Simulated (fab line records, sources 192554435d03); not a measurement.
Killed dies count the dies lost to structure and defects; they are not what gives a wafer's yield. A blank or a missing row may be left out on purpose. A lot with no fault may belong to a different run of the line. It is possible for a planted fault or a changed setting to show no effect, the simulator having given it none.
Struck lot and sound lot, side by side    flow n5-finfet    14 steps out of a route of 1938
Sound: these wafers, L174.1, L174.4, L174.5. Wafers L187.2, L187.5, L187.6 were the ones struck. The cause is named last.
Order at every step that has rows: each side's tool, ch and its chambers, its first start. Under that, the readings that differ: sound wafers    struck wafers    difference of the means    sigmas: that difference in standard deviations of wafers without a fault.
alike: readings whose means differ by less than 2 such deviations, and words and numbers that are the same on both sides. not compared: withheld readings, readings that some wafer has no value for, bounds like >300 that may hide the same value, and numbers for which the record gives no deviation and whose values overlap.
A row with sigmas, a row that says differs or no value, or rows on one side alone: a step with any of these is where the two part. When numbers do not overlap yet have no deviation, they are printed without sigmas and do not part them. Lack of a reading on every wafer of one side parts them only where that side has two or more wafers.

first, 9 steps without rows for these wafers: N5_BEOL_M1_EBR_24; N5_BEOL_M1_SOFTBAKE_23 (time 60 s); N5_BEOL_M1_EXPOSE_25 (exposes mask V0, defocus 5 nm, target cd 24 nm); N5_BEOL_M1_PEB_26 (peb time 60 s); N5_BEOL_M1_DEVELOP_27 (develop time 30 s); N5_BEOL_M1_DESCUM_33 (chemistry O2, time 7 s); N5_BEOL_M1_ETCH_77 (etches underlayer in N2/H2, target depth 6.5 nm, time 5.2 s); N5_BEOL_M1_ETCH_69 (etches SiARC in CF4, target depth 15.6 nm, time 26 s); N5_BEOL_M1_ALD_98 (deposits SiO2, target thk 2.5 nm, pulse time 1 s, co reactant pulse time 1 s).
N5_BEOL_M1_ETCHBACK_99: etches SiO2 in CHF3, target depth 5 nm, time 10.4 s.
  sound on rie-diel-02 ch 0,1,2, day 7 18:10; struck on rie-diel-06 ch 0,1,3, day 11 01:38
  no value came back on the struck wafers for any of 7 readings (CHF3_flow_sccm (sccm), bias-w (W) and others); on the sound wafers CHF3_flow_sccm (sccm) reads 12.00 12.01 11.98
reading                                       sound           struck    difference  sigmas
model.CAR-EUV_of_BEOL_M1_COAT_22.thk-nm (nm)  10.4 10.2 10.4  11 11 11  +1          
  not compared: rf-hours-counter-h
N5_BEOL_M1_ETCH_70: etches SOC in N2/H2, target depth 80 nm, overetch 16 nm, time 120 s.
  sound on rie-diel-02 ch 0,1,2, day 7 18:12; struck on rie-diel-06 ch 0,1,3, day 11 01:40
reading                sound           struck          difference  sigmas
oes-product-au (a.u.)  0.55 0.67 0.53  0.26 0.25 0.27  -0.32       -5
  alike: drypump-motor-current-A, n2-flow-sccm, rf-vpp-V, showerhead-plenum-p-Torr, throttle-valve-pct
  not compared: rf-hours-counter-h
then, 1 step without rows for these wafers: N5_BEOL_M1_STRIP_71 (strips in N2/H2).
N5_BEOL_M4_RC_MEAS_101:
  the record has rows for the sound wafers here (prober-02 ch 0, day 9 07:51) and none for the struck ones
-- the record jumps here: 6 days lie between the struck wafers' starts before and after (it left off in module BEOL_M4 and takes up again in module PASSIVATION, whose first step shown is number 1936 of the route) --
N5_PASSIVATION_PROBE_49:
  sound: prober-02 at day 13 09:51; struck: prober-01 at day 16 19:13
reading                   sound           struck          difference  sigmas
defect-limited-yield (%)  88.6 90.8 91.9  0 0 0           -90         -60
killed_at_M0_to_M3        60 32 31        1113 1116 1121  +1076       +90
killed-dies               134 109 96      1180 1180 1180  +1067       +59
killed-on-rim             15 15 10        152 152 152     +139        +32
sort_bin_5_function (%)   6.6 5.3 4.9     96.9 96.4 96.4  +91.0       +95
sort-n-pass               1046 1071 1084  0 0 0           -1067       -59
sort-yield-pct (%)        88.6 90.8 91.9  0 0 0           -90         -60
  alike: killed_at_M4_up, killed-at-contacts, killed-at-front-end, killed-at-other, killed-open, killed-short, sort_bin_6_memory

WHERE THEY PART
At N5_BEOL_M1_ETCHBACK_99 first; at N5_PASSIVATION_PROBE_49 last (within this record only).

WHY: what the simulator had put in
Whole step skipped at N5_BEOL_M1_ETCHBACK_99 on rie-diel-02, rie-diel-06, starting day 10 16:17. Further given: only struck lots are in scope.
